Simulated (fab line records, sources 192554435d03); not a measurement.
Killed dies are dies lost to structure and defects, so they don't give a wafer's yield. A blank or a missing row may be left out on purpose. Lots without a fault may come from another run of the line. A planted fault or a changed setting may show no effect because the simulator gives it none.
fab line records | flow n5_finfet
record lots=24 wafers=72 last_day=17
route steps=1938 shown BEOL_M6@1249 BEOL_M7@1302
lots that met no fault: from a run of the same line without faults
start_h: hours from the record's first day to the start of the lot's first wafer shown | wait_h: hours since the lot's step before | " the same as in the row above | L1.1+2: a row that stands for several wafers | - no value, or no start given | * or withheld: withheld | < > ~ a bound
route shown NAME@n: a module of which the file shows steps, and the number in the route of the first | usual: mean/standard deviation of fault-free wafers | same: alike in all rows | chamber/n: place in a boat | sites: the reading at each site | _std_site: their standard deviation | _edge_site: outer sites' mean less inner sites' | radius_mm: how far each site lies from the wafer's centre | mask NAME#n: copy n | behind: the tool/chamber that last shaped the wafer | hold: why the lot was held/for how many hours/how that ended | device: the transistor (n, p or np) that didn't switch | end of line: the same wafers' tests at the end of the route | a step without rows: its recipe alone | killed: dies lost to structure and defects at the first sort, not the wafer's yield | map: a wafer's dies, x killed, . not, _ none there
set.NAME: the setting as run; set.NAME@STEP: as run at that earlier step | model.NAME: the simulator's own value behind a step, which no gauge read
steps of the route over a sample of lots; a table a step, a row a wafer
services: from which hour (start_h, from the record's first day; less than 0 if before it) a tool's chamber was out of use, for how many hours, and why
## steps
# step N5_BEOL_M6_DEGAS_44
# recipe ambient=vacuum temp_c=250 time_s=60
# usual heater_power_w=342/35
# same time_s=60
# columns lot.wafer tool chamber start_h wait_h heater_power_w
L074.2 pvd_sputter-03 - 188.32 0.6 389
L074.5 " - " " 303
L074.6 " - " " 381
L075.3 pvd_sputter-02 - 191.27 0.3 302
L075.4 " - " " 386
L075.5 " - " " 381
L077.1 pvd_sputter-03 - 192.19 0.7 298
L077.3 " - " " 396
L077.5 " - " " 302
L076.2 pvd_sputter-03 - 197.99 0.4 357
L076.4 " - " " 301
L076.6 " - " " 303
L079.1 pvd_sputter-02 - 217.37 0.5 294
L079.4 " - " " 329
L079.6 " - " " 389
L080.1 pvd_sputter-02 - 218.07 0.9 392
L080.3 " - " " 300
L080.6 " - " " 382
L078.1 pvd_sputter-02 - 221.49 0.6 370
L078.3 " - " " 307
L078.6 " - " " 328
L081.1 pvd_sputter-02 - 225.41 0.5 357
L081.4 " - " " 328
L081.6 " - " " 356
L082.1 pvd_sputter-01 - 229.00 2.5 369
L082.4 " - " " 321
L082.6 " - " " 374
L083.1 pvd_sputter-03 - 231.17 0.5 354
L083.2 " - " " 375
L083.4 " - " " 311
L084.3 pvd_sputter-01 - 237.15 0.2 369
L084.5 " - " " 372
L084.6 " - " " 327
L085.2 pvd_sputter-03 - 251.61 0.2 294
L085.4 " - " " 394
L085.6 " - " " 302
L086.1 pvd_sputter-02 - 254.89 0.3 306
L086.2 " - " " 323
L086.4 " - " " 363
L087.2 pvd_sputter-03 - 265.27 0.2 348
L087.5 " - " " 355
L087.6 " - " " 313
L088.2 pvd_sputter-01 - 273.39 0.6 373
L088.3 " - " " 376
L088.5 " - " " 368
L090.1 pvd_sputter-02 - 274.77 0.3 307
L090.3 " - " " 360
L090.6 " - " " 357
L089.2 pvd_sputter-02 - 282.32 0.6 326
L089.3 " - " " 380
L089.6 " - " " 379
L091.4 pvd_sputter-03 - 285.03 0.3 287
L091.5 " - " " 350
L091.6 " - " " 397
L092.1 pvd_sputter-03 - 291.11 0.5 307
L092.4 " - " " 383
L092.6 " - " " 299
L093.1 pvd_sputter-02 - 301.10 2.7 302
L093.4 " - " " 383
L093.5 " - " " 296
L094.2 pvd_sputter-03 - 307.74 1.6 315
L094.3 " - " " 292
L094.4 " - " " 353
L095.1 pvd_sputter-01 - 308.60 0.5 291
L095.3 " - " " 325
L095.4 " - " " 369
L096.2 pvd_sputter-02 - 318.94 0.2 388
L096.3 " - " " 299
L096.6 " - " " 325
L097.1 pvd_sputter-01 - 324.45 0.7 357
L097.4 " - " " 327
L097.5 " - " " 382
# step N5_BEOL_M6_PRE_CLEAN_45
# recipe gas=H2/He time_s=30 temp_c=250
# usual heater_power_w=342/35
# same time_s=30
# columns lot.wafer tool chamber start_h wait_h heater_power_w
L074.2 pvd_sputter-03 - 188.36 0.0 382
L074.5 " - " " 303
L074.6 " - " " 374
L075.3 pvd_sputter-02 - 191.31 0.0 301
L075.4 " - " " 389
L075.5 " - " " 397
L077.1 pvd_sputter-03 - 192.23 0.0 295
L077.3 " - " " 376
L077.5 " - " " 301
L076.2 pvd_sputter-03 - 198.03 0.0 353
L076.4 " - " " 298
L076.6 " - " " 305
L079.1 pvd_sputter-02 - 217.41 0.0 302
L079.4 " - " " 324
L079.6 " - " " 385
L080.1 pvd_sputter-02 - 218.11 0.0 386
L080.3 " - " " 304
L080.6 " - " " 387
L078.1 pvd_sputter-02 - 221.53 0.0 359
L078.3 " - " " 298
L078.6 " - " " 317
L081.1 pvd_sputter-02 - 225.45 0.0 364
L081.4 " - " " 332
L081.6 " - " " 374
L082.1 pvd_sputter-01 - 229.04 0.0 369
L082.4 " - " " 324
L082.6 " - " " 373
L083.1 pvd_sputter-03 - 231.21 0.0 347
L083.2 " - " " 373
L083.4 " - " " 312
L084.3 pvd_sputter-01 - 237.19 0.0 379
L084.5 " - " " 377
L084.6 " - " " 321
L085.2 pvd_sputter-03 - 251.65 0.0 295
L085.4 " - " " 382
L085.6 " - " " 293
L086.1 pvd_sputter-02 - 254.93 0.0 294
L086.2 " - " " 324
L086.4 " - " " 381
L087.2 pvd_sputter-03 - 265.31 0.0 356
L087.5 " - " " 361
L087.6 " - " " 310
L088.2 pvd_sputter-01 - 273.43 0.0 373
L088.3 " - " " 368
L088.5 " - " " 379
L090.1 pvd_sputter-02 - 274.81 0.0 308
L090.3 " - " " 359
L090.6 " - " " 354
L089.2 pvd_sputter-02 - 282.36 0.0 323
L089.3 " - " " 384
L089.6 " - " " 382
L091.4 pvd_sputter-03 - 285.07 0.0 298
L091.5 " - " " 343
L091.6 " - " " 374
L092.1 pvd_sputter-03 - 291.15 0.0 311
L092.4 " - " " 383
L092.6 " - " " 300
L093.1 pvd_sputter-02 - 301.14 0.0 304
L093.4 " - " " 398
L093.5 " - " " 301
L094.2 pvd_sputter-03 - 307.78 0.0 319
L094.3 " - " " 300
L094.4 " - " " 348
L095.1 pvd_sputter-01 - 308.64 0.0 291
L095.3 " - " " 324
L095.4 " - " " 366
L096.2 pvd_sputter-02 - 318.98 0.0 393
L096.3 " - " " 298
L096.6 " - " " 316
L097.1 pvd_sputter-01 - 324.49 0.0 365
L097.4 " - " " 318
L097.5 " - " " 376
# step N5_BEOL_M6_SURFACE_TREAT_79
# recipe gas=Ar time_s=* ion_energy_ev=* ion_current_ma_cm2=0.5 pressure_mtorr=* ar_flow_sccm=30
# usual throttle_valve_pct=*
# same time_s=*
# columns lot.wafer tool chamber start_h wait_h throttle_valve_pct
L074.2 pvd_sputter-03 - 188.72 0.2 *
L074.5 " - " " *
L074.6 " - " " *
L075.3 pvd_sputter-02 - 191.77 0.3 *
L075.4 " - " " *
L075.5 " - " " *
L077.1 pvd_sputter-03 - 192.63 0.2 *
L077.3 " - " " *
L077.5 " - " " *
L076.2 pvd_sputter-01 - 198.37 0.2 *
L076.4 " - " " *
L076.6 " - " " *
L079.1 pvd_sputter-02 - 217.89 0.3 *
L079.4 " - " " *
L079.6 " - " " *
L080.1 pvd_sputter-02 - 218.59 0.3 *
L080.3 " - " " *
L080.6 " - " " *
L078.1 pvd_sputter-02 - 221.97 0.2 *
L078.3 " - " " *
L078.6 " - " " *
L081.1 pvd_sputter-02 - 225.91 0.3 *
L081.4 " - " " *
L081.6 " - " " *
L082.1 pvd_sputter-02 - 229.83 0.5 *
L082.4 " - " " *
L082.6 " - " " *
L083.1 pvd_sputter-01 - 231.68 0.3 *
L083.2 " - " " *
L083.4 " - " " *
L084.3 pvd_sputter-03 - 237.63 0.2 *
L084.5 " - " " *
L084.6 " - " " *
L085.2 pvd_sputter-02 - 252.06 0.2 *
L085.4 " - " " *
L085.6 " - " " *
L086.1 pvd_sputter-02 - 255.35 0.2 *
L086.2 " - " " *
L086.4 " - " " *
L087.2 pvd_sputter-02 - 266.12 0.6 *
L087.5 " - " " *
L087.6 " - " " *
L088.2 pvd_sputter-01 - 274.01 0.2 *
L088.3 " - " " *
L088.5 " - " " *
L090.1 pvd_sputter-03 - 275.21 0.2 *
L090.3 " - " " *
L090.6 " - " " *
L089.2 pvd_sputter-03 - 282.81 0.2 *
L089.3 " - " " *
L089.6 " - " " *
L091.4 pvd_sputter-03 - 285.53 0.3 *
L091.5 " - " " *
L091.6 " - " " *
L092.1 pvd_sputter-01 - 291.62 0.3 *
L092.4 " - " " *
L092.6 " - " " *
L093.1 pvd_sputter-02 - 301.58 0.2 *
L093.4 " - " " *
L093.5 " - " " *
L094.2 pvd_sputter-01 - 308.16 0.2 *
L094.3 " - " " *
L094.4 " - " " *
L095.1 pvd_sputter-01 - 309.08 0.2 *
L095.3 " - " " *
L095.4 " - " " *
L096.2 pvd_sputter-01 - 319.37 0.2 *
L096.3 " - " " *
L096.6 " - " " *
L097.1 pvd_sputter-01 - 325.09 0.4 *
L097.4 " - " " *
L097.5 " - " " *
# step N5_BEOL_M7_ETCH_66
# recipe chemistry=N2/H2 target=SOC target_depth_a=800 overetch_a=160 mask_material=SiARC temp_c=40 time_s=120 ion_energy_ev=200 pressure_mtorr=30 source_w=840 bias_w=150 n2_flow_sccm=200 h2_flow_sccm=200
# usual drypump_motor_current_A=5.7/0.58 oes_product_au=0.61/0.065 rf_vpp_V=524.2/2.9 showerhead_plenum_p_Torr=2.55/0.1 throttle_valve_pct=17.77/0.22
# same time_s=120
# columns lot.wafer tool chamber start_h wait_h drypump_motor_current_A oes_product_au rf_hours_counter_h rf_vpp_V showerhead_plenum_p_Torr throttle_valve_pct
L074.2 rie_diel-01 1 194.47 0.0 5.8 0.69 36 528.5 2.70 17.51
L074.5 " 1 " " 5.8 0.68 - 529.0 2.70 17.51
L074.6 " 0 " " 6.0 0.53 - 525.4 2.61 18.05
L075.3 rie_diel-01 1 195.60 0.0 5.8 0.69 36 529.1 2.70 17.51
L075.4 " 1 " " 5.8 0.69 - 528.7 2.70 17.51
L075.5 " 2 " " 6.4 0.57 - 526.7 2.64 18.28
L077.1 rie_diel-03 0 197.32 0.0 5.4 0.54 232 526.7 2.61 17.86
L077.3 " 3 " " 5.2 0.59 128 517.9 2.35 17.65
L077.5 " 0 " " 5.4 0.54 - 525.0 2.61 17.86
L076.2 rie_diel-05 2 203.27 0.0 6.2 0.55 182 521.6 2.42 17.91
L076.4 " 0 " " 4.7 0.65 - 522.0 2.48 17.54
L076.6 " 2 " " 6.2 0.54 - 520.6 2.42 17.89
L079.1 rie_diel-03 2 224.40 0.0 5.1 0.56 163 526.7 2.64 17.68
L079.4 " 1 " " 5.5 0.56 186 525.5 2.63 17.71
L079.6 " 1 " " 5.5 0.56 - 527.0 2.63 17.67
L080.1 rie_diel-05 0 225.40 0.0 4.7 0.65 53 522.4 2.47 17.55
L080.3 " 1 " " 6.0 0.72 7 523.1 2.51 17.92
L080.6 " 0 " " 4.7 0.65 - 522.0 2.47 17.57
L078.1 rie_diel-03 1 229.71 0.0 5.5 0.55 187 525.9 2.63 17.72
L078.3 " 2 " " 5.2 0.57 164 527.9 2.64 17.69
L078.6 " 2 " " 5.2 0.56 - 526.4 2.64 17.68
L081.1 rie_diel-01 3 232.03 0.0 4.9 0.70 11 524.7 2.61 17.41
L081.4 " 1 " " 5.8 0.67 49 527.7 2.69 17.54
L081.6 " 3 " " 4.9 0.70 - 524.9 2.61 17.43
L082.1 rie_diel-03 0 236.03 0.0 5.3 0.53 243 526.4 2.60 17.86
L082.4 " 3 " " 5.2 0.59 139 517.0 2.35 17.69
L082.6 " 1 " " 5.4 0.56 - 527.3 2.63 17.73
L083.1 rie_diel-05 2 237.85 0.0 6.2 0.53 193 519.7 2.42 17.92
L083.2 " 1 " " 6.0 0.71 10 522.5 2.51 17.92
L083.4 " 0 " " 4.7 0.64 57 522.2 2.47 17.57
L084.3 rie_diel-05 2 246.30 0.0 6.2 0.54 195 520.9 2.42 17.91
L084.5 " 0 " " 4.7 0.65 - 521.8 2.47 17.58
L084.6 " 3 " " 6.8 0.58 - 522.3 2.44 17.85
L085.2 rie_diel-03 1 258.95 0.0 5.4 0.55 198 525.9 2.63 17.71
L085.4 " 1 " " 5.5 0.55 - 525.6 2.63 17.72
L085.6 " 0 " " 5.4 0.53 - 525.6 2.60 17.87
L086.1 rie_diel-05 1 262.17 0.0 6.0 0.70 18 522.6 2.50 17.95
L086.2 " 3 " " 6.8 0.58 171 520.9 2.44 17.86
L086.4 " 0 " " 4.7 0.64 65 521.8 2.47 17.59
L087.2 rie_diel-01 1 272.23 0.0 5.8 0.66 63 527.9 2.69 17.53
L087.5 " 0 " " 6.0 0.72 - 524.8 2.61 17.68
L087.6 " 1 " " 5.8 0.66 - 528.1 2.69 17.57
L088.2 rie_diel-01 1 280.64 0.0 5.8 0.66 66 528.5 2.69 17.58
L088.3 " 3 " " 4.9 0.68 28 525.3 2.60 17.42
L088.5 " 0 " " 6.0 0.72 - 523.5 2.60 17.68
L090.1 rie_diel-03 3 281.06 0.0 5.2 0.57 157 517.5 2.34 17.71
L090.3 " 2 " " 5.2 0.56 179 525.8 2.63 17.72
L090.6 " 3 " " 5.3 0.57 - 519.5 2.34 17.69
L089.2 rie_diel-01 3 287.70 0.0 4.9 0.67 31 525.9 2.60 17.45
L089.3 " 2 " " 6.4 0.55 211 525.8 2.63 18.31
L089.6 " 3 " " 4.9 0.68 - 526.2 2.60 17.45
L091.4 rie_diel-05 1 289.72 0.0 6.0 0.69 26 523.3 2.50 17.95
L091.5 " 1 " " 6.0 0.68 - 521.9 2.50 17.96
L091.6 " 2 " " 6.2 0.53 - 520.1 2.41 17.95
L092.1 rie_diel-05 0 301.17 0.0 4.7 0.63 76 521.0 2.46 17.59
L092.4 " 3 " " 6.8 0.57 183 523.0 2.43 17.87
L092.6 " 1 " " 6.0 0.68 - 522.2 2.50 17.96
L093.1 rie_diel-03 1 307.67 0.0 5.4 0.55 214 527.4 2.62 17.77
L093.4 " 2 " " 5.2 0.56 189 525.5 2.63 17.72
L093.5 " 1 " " 5.4 0.54 - 525.1 2.62 17.75
L094.2 rie_diel-03 2 312.75 0.0 5.2 0.55 191 527.3 2.63 17.73
L094.3 " 3 " " 5.2 0.56 170 518.1 2.33 17.73
L094.4 " 1 " " 5.4 0.54 216 526.5 2.62 17.75
L095.1 rie_diel-01 0 316.02 0.0 6.0 0.69 32 527.3 2.60 17.69
L095.3 " 1 " " 5.8 0.64 78 527.0 2.68 17.59
L095.4 " 3 " " 4.9 0.66 40 526.4 2.59 17.47
L096.2 rie_diel-01 3 327.75 0.0 4.9 0.66 43 524.5 2.59 17.48
L096.3 " 1 " " 5.8 0.64 82 526.9 2.68 17.58
L096.6 " 0 " " 6.0 0.68 - 525.7 2.60 17.72
L097.1 rie_diel-05 1 331.43 0.0 6.0 0.67 38 522.7 2.50 17.97
L097.4 " 0 " " 4.7 0.62 85 520.5 2.46 17.60
L097.5 " 1 " " 6.0 0.67 - 523.4 2.50 17.98
# step N5_BEOL_M7_ETCH_41
# recipe chemistry=CH3F/O2 target=SiCN target_depth_a=319 taper_deg=2 time_s=57.8 ion_energy_ev=120 mask_material=TiN pressure_mtorr=30 source_w=395 bias_w=75 Ar_flow_sccm=150 CH3F_flow_sccm=30 O2_flow_sccm=20
# usual drypump_motor_current_A=5.7/0.58 oes_product_au=0.80/0.093 rf_vpp_V=297.5/1.8 showerhead_plenum_p_Torr=2.01/0.081 throttle_valve_pct=16.26/0.19
# same time_s=57.8
# columns lot.wafer tool chamber start_h wait_h drypump_motor_current_A oes_product_au rf_hours_counter_h rf_vpp_V showerhead_plenum_p_Torr throttle_valve_pct
L074.2 rie_diel-01 1 - - 5.8 0.90 36 300.9 2.12 16.10
L074.5 " 1 " " 5.8 0.90 - 300.5 2.12 16.11
L074.6 " 0 " " 6.0 0.68 - 298.2 2.05 16.55
L075.3 rie_diel-01 1 - - 5.8 0.92 36 300.3 2.12 16.09
L075.4 " 1 " " 5.8 0.91 - 300.4 2.12 16.10
L075.5 " 2 " " 6.4 0.74 - 298.7 2.07 16.63
L077.1 rie_diel-03 0 - - 5.4 0.70 232 298.9 2.05 16.29
L077.3 " 3 " " 5.2 0.78 128 296.2 1.84 16.11
L077.5 " 0 " " 5.4 0.70 - 297.6 2.05 16.28
L076.2 rie_diel-05 2 - - 6.2 0.70 182 295.5 1.91 16.47
L076.4 " 0 " " 4.7 0.86 - 294.6 1.96 16.12
L076.6 " 2 " " 6.2 0.71 - 295.5 1.91 16.48
L079.1 rie_diel-03 2 - - 5.1 0.73 163 299.9 2.07 16.24
L079.4 " 1 " " 5.4 0.73 186 298.9 2.07 16.25
L079.6 " 1 " " 5.5 0.74 - 298.0 2.07 16.25
L080.1 rie_diel-05 0 - - 4.7 0.85 53 296.5 1.95 16.13
L080.3 " 1 " " 6.0 0.95 7 296.7 1.96 16.14
L080.6 " 0 " " 4.7 0.86 - 296.6 1.95 16.14
L078.1 rie_diel-03 1 - - 5.5 0.73 187 298.5 2.07 16.24
L078.3 " 2 " " 5.1 0.74 165 299.6 2.07 16.25
L078.6 " 2 " " 5.1 0.72 - 299.9 2.07 16.24
L081.1 rie_diel-01 3 - - 4.9 0.95 11 299.0 2.06 15.97
L081.4 " 1 " " 5.8 0.89 49 300.0 2.12 16.12
L081.6 " 3 " " 4.9 0.93 - 297.2 2.06 15.96
L082.1 rie_diel-03 0 - - 5.3 0.69 243 298.8 2.05 16.31
L082.4 " 3 " " 5.2 0.75 139 294.3 1.84 16.16
L082.6 " 1 " " 5.4 0.73 - 298.2 2.07 16.25
L083.1 rie_diel-05 2 - - 6.2 0.70 193 295.6 1.90 16.49
L083.2 " 1 " " 6.0 0.94 10 296.0 1.96 16.15
L083.4 " 0 " " 4.7 0.85 57 295.7 1.95 16.14
L084.3 rie_diel-05 2 - - 6.2 0.70 195 295.2 1.90 16.49
L084.5 " 0 " " 4.7 0.85 - 296.1 1.95 16.15
L084.6 " 3 " " 6.8 0.75 - 296.5 1.92 16.42
L085.2 rie_diel-03 1 - - 5.5 0.73 199 298.1 2.07 16.27
L085.4 " 1 " " 5.5 0.73 - 299.6 2.07 16.27
L085.6 " 0 " " 5.4 0.69 - 299.6 2.05 16.32
L086.1 rie_diel-05 1 - - 6.0 0.91 18 294.8 1.96 16.16
L086.2 " 3 " " 6.8 0.75 172 295.9 1.92 16.43
L086.4 " 0 " " 4.7 0.83 65 295.2 1.95 16.16
L087.2 rie_diel-01 1 - - 5.8 0.87 63 299.6 2.11 16.15
L087.5 " 0 " " 6.0 0.96 - 298.2 2.04 16.11
L087.6 " 1 " " 5.8 0.87 - 299.3 2.11 16.14
L088.2 rie_diel-01 1 - - 5.8 0.86 66 300.2 2.11 16.13
L088.3 " 3 " " 4.9 0.89 28 298.0 2.05 15.99
L088.5 " 0 " " 6.0 0.95 - 299.1 2.04 16.11
L090.1 rie_diel-03 3 - - 5.2 0.74 157 294.4 1.84 16.19
L090.3 " 2 " " 5.1 0.73 179 298.7 2.07 16.28
L090.6 " 3 " " 5.2 0.74 - 296.3 1.84 16.18
L089.2 rie_diel-01 3 - - 4.9 0.90 31 298.2 2.05 15.99
L089.3 " 2 " " 6.3 0.72 211 297.7 2.06 16.68
L089.6 " 3 " " 4.9 0.90 - 298.6 2.05 15.98
L091.4 rie_diel-05 1 - - 6.0 0.90 26 297.0 1.95 16.19
L091.5 " 1 " " 6.0 0.90 - 296.8 1.95 16.16
L091.6 " 2 " " 6.2 0.69 - 295.2 1.90 16.53
L092.1 rie_diel-05 0 - - 4.7 0.82 76 296.6 1.95 16.19
L092.4 " 3 " " 6.8 0.74 183 295.6 1.91 16.45
L092.6 " 1 " " 6.0 0.90 - 295.3 1.95 16.19
L093.1 rie_diel-03 1 - - 5.5 0.71 214 298.0 2.06 16.30
L093.4 " 2 " " 5.2 0.72 189 298.4 2.06 16.29
L093.5 " 1 " " 5.4 0.71 - 297.6 2.06 16.31
L094.2 rie_diel-03 2 - - 5.2 0.72 191 297.8 2.06 16.29
L094.3 " 3 " " 5.2 0.72 170 293.4 1.83 16.21
L094.4 " 1 " " 5.5 0.71 216 299.9 2.06 16.31
L095.1 rie_diel-01 0 - - 6.0 0.92 32 298.2 2.03 16.14
L095.3 " 1 " " 5.8 0.84 79 299.9 2.11 16.17
L095.4 " 3 " " 4.9 0.88 40 296.5 2.05 16.00
L096.2 rie_diel-01 3 - - 4.9 0.89 43 297.7 2.04 16.01
L096.3 " 1 " " 5.8 0.84 82 298.0 2.11 16.18
L096.6 " 0 " " 6.0 0.92 - 297.8 2.03 16.16
L097.1 rie_diel-05 1 - - 6.0 0.89 38 296.4 1.95 16.20
L097.4 " 0 " " 4.7 0.82 85 297.3 1.94 16.20
L097.5 " 1 " " 6.0 0.88 - 295.8 1.95 16.22
# step N5_BEOL_M7_CMP_52
# recipe stop_on=SiCOH_lowk t_overpolish_s=6.9 down_force_psi=1 platen_rpm=50 clearing_platen_down_force_psi=1.5 clearing_platen_rpm=50 post_cmp_clean=cu_alkaline target_thk_nm=80 clearing_platen_pad_velocity_m_s=0.99484 pad_velocity_m_s=0.99484
# usual barrier_field_endpoint_s=28.9/0.56 head_pressure_psi=1.0002/0.0021 motor_current_A=6.1/0.62 overpolish_run_s=6.899/0.0089 slurry_filter_dp_kPa=13.48/0.13 time_to_endpoint_s=62.4/2.5
# columns lot.wafer tool chamber start_h wait_h barrier_field_endpoint_s head_pressure_psi motor_current_A overpolish_run_s slurry_filter_dp_kPa time_to_endpoint_s
L074.2 cmp-04 0 197.86 0.3 29.0 1.0029 6.3 6.894 13.43 64.3
L074.5 " 2 " " 28.9 1.0021 6.8 6.888 13.42 61.8
L074.6 " 3 " " 28.9 0.9995 6.1 6.915 13.37 61.9
L075.4 cmp-01 0 198.06 0.1 30.1 1.0024 6.8 6.909 13.31 65.9
L075.3 " 2 " " 28.1 0.9993 5.4 6.889 13.32 60.0
L075.5 " 0 " " 29.0 1.0025 6.3 6.898 13.55 64.6
L077.1 cmp-02 2 199.34 0.3 29.1 0.9972 5.6 6.899 13.81 64.0
L077.3 " 3 " " 29.1 1.0016 6.7 6.904 13.63 63.9
L077.5 " 1 " " 29.9 1.0017 5.6 6.904 13.55 63.3
L076.4 cmp-01 1 205.85 0.1 29.8 1.0002 6.0 6.896 13.38 62.5
L076.2 " 3 " " 28.3 0.9993 6.0 6.892 13.63 60.3
L076.6 " 2 " " 29.2 1.0009 5.4 6.888 13.25 62.7
L079.1 cmp-02 2 227.68 0.3 27.9 1.0041 5.8 6.914 13.46 62.6
L079.4 " 3 " " 28.5 1.0047 5.9 6.899 13.41 60.2
L079.6 " 0 " " 28.7 1.0001 5.6 6.909 13.46 60.6
L080.3 cmp-04 3 229.31 0.2 29.5 1.0013 5.9 6.882 13.54 65.2
L080.1 " 2 " " 28.6 1.0017 6.8 6.895 13.49 61.6
L080.6 " 3 " " 29.1 0.9996 6.3 6.899 13.55 61.0
L078.3 cmp-04 1 232.42 0.2 27.4 1.0013 7.7 6.906 13.35 61.5
L078.1 " 2 " " 28.1 0.9995 7.1 6.882 13.68 59.9
L078.6 " 1 " " 28.3 0.9986 7.9 6.909 13.51 58.3
L081.4 cmp-02 2 234.61 0.1 29.6 1.0007 5.8 6.890 13.54 64.6
L081.1 " 0 " " 29.1 1.0011 5.9 6.910 13.52 62.4
L081.6 " 2 " " 28.8 1.0033 5.3 6.893 13.30 62.5
L082.1 cmp-04 3 239.02 0.3 28.8 1.0008 6.1 6.891 13.50 64.6
L082.4 " 1 " " 28.7 0.9996 8.0 6.895 13.43 66.0
L082.6 " 3 " " 29.0 1.0035 5.9 6.907 13.57 63.8
L083.2 cmp-04 0 239.99 0.2 28.8 1.0031 5.9 6.891 13.54 67.4
L083.4 " 2 " " 29.2 0.9998 7.0 6.901 13.30 64.3
L083.1 " 3 " " 28.4 0.9978 6.1 6.900 13.24 62.9
L084.3 cmp-01 2 249.04 0.2 28.3 0.9974 5.1 6.914 13.60 55.7
L084.5 " 1 " " 29.3 0.9999 6.0 6.891 13.53 64.0
L084.6 " 2 " " 28.9 0.9975 5.1 6.910 13.54 56.8
L085.2 cmp-02 2 261.32 0.3 29.2 1.0011 5.5 6.896 13.27 62.2
L085.4 " 3 " " 29.2 1.0025 6.4 6.911 13.55 62.7
L085.6 " 1 " " 29.1 1.0007 6.2 6.884 13.51 60.9
L086.4 cmp-01 2 266.19 0.2 29.6 1.0006 5.1 6.899 13.22 65.4
L086.2 " 0 " " 28.8 0.9990 6.2 6.913 13.36 64.5
L086.1 " 1 " " 29.0 1.0011 6.0 6.893 13.60 64.9
L087.2 cmp-02 2 275.48 0.2 28.6 1.0012 5.5 6.898 13.65 61.6
L087.6 " 2 " " 29.0 0.9998 5.2 6.904 13.53 61.1
L087.5 " 3 " " 28.5 1.0017 6.3 6.897 13.43 62.2
L088.2 cmp-02 0 283.60 0.4 28.7 0.9998 6.0 6.900 13.45 61.1
L088.3 " 1 " " 28.7 0.9987 5.7 6.868 13.39 62.9
L088.5 " 3 " " 29.3 1.0009 6.5 6.904 13.34 65.1
L090.1 cmp-02 0 284.61 0.3 28.3 1.0015 5.8 6.908 13.75 61.0
L090.3 " 1 " " 28.5 0.9986 5.7 6.915 13.50 63.6
L090.6 " 2 " " 28.4 1.0017 5.5 6.908 13.65 62.4
L089.2 cmp-02 2 290.60 0.2 28.1 0.9953 5.6 6.897 13.66 62.1
L089.3 " 3 " " 28.3 1.0044 6.2 6.895 13.72 59.6
L089.6 " 1 " " 27.7 1.0005 5.8 6.908 13.33 60.3
L091.4 cmp-01 2 292.24 0.2 28.8 1.0008 5.1 6.894 13.36 62.1
L091.6 " 0 " " 29.2 0.9998 6.5 6.887 13.29 63.1
L091.5 " 1 " " 28.9 1.0011 5.9 6.901 13.44 63.8
L092.4 cmp-01 1 303.79 0.2 30.2 1.0053 5.7 6.902 13.31 68.6
L092.1 " 2 " " 28.9 1.0011 5.4 6.901 13.50 63.8
L092.6 " 0 " " 29.4 0.9986 6.3 6.890 13.54 66.6
L093.4 cmp-04 0 310.73 0.2 29.0 1.0023 6.0 6.905 13.74 59.8
L093.1 " 2 " " 28.6 0.9996 6.8 6.888 13.58 57.9
L093.5 " 3 " " 28.2 0.9960 6.7 6.897 13.82 60.8
L094.3 cmp-04 3 316.72 0.2 29.5 1.0006 6.1 6.900 13.17 60.5
L094.4 " 0 " " 28.6 0.9995 6.3 6.889 13.52 58.2
L094.2 " 1 " " 28.0 1.0013 7.6 6.902 13.56 57.8
L095.4 cmp-01 0 319.52 0.2 29.1 1.0012 6.6 6.905 13.41 62.7
L095.1 " 1 " " 29.1 0.9980 5.8 6.885 13.70 63.5
L095.3 " 2 " " 29.3 1.0012 5.5 6.898 13.28 61.6
L096.3 cmp-01 1 331.39 0.2 28.6 0.9981 6.1 6.898 13.50 61.2
L096.2 " 2 " " 28.0 1.0003 5.2 6.910 13.54 58.0
L096.6 " 1 " " 28.5 0.9982 6.2 6.911 13.47 62.5
L097.4 cmp-01 0 334.47 0.2 29.7 0.9984 6.4 6.904 13.62 64.5
L097.1 " 1 " " 29.4 0.9953 5.8 6.893 13.35 64.9
L097.5 " 0 " " 29.6 1.0024 5.9 6.907 13.36 68.7
## services
# columns tool chamber start_h hours kind
rie_diel-01 0 171.33 5.5 repair
rie_diel-01 3 177.07 - clean
rie_diel-01 3 177.07 - consumable_replace:focus_ring
rie_diel-01 3 177.07 20.5 scheduled_down
rie_diel-01 3 177.07 20.5 vent_cycle
rie_diel-05 1 180.70 - clean
rie_diel-05 1 180.70 - consumable_replace:focus_ring
cmp-04 - 186.11 2.3 repair
rie_diel-01 0 197.61 - clean
rie_diel-01 0 197.61 - consumable_replace:focus_ring
rie_diel-01 0 197.61 26.5 scheduled_down
rie_diel-01 0 197.61 26.5 vent_cycle
rie_diel-01 - 202.49 2.8 pm
cmp-02 - 238.64 4.0 pm
rie_diel-01 2 247.19 13.3 repair
rie_diel-03 2 251.67 11.3 repair
rie_diel-03 0 263.00 - clean
cmp-04 - 265.89 4.0 pm
rie_diel-01 2 276.08 10.4 repair
cmp-04 - 288.90 1.0 repair
rie_diel-03 1 291.76 7.9 repair
cmp-01 - 304.58 3.6 pm
cmp-01 - 308.18 7.7 pm
cmp-02 - 310.75 10.9 pm
## key
fault none
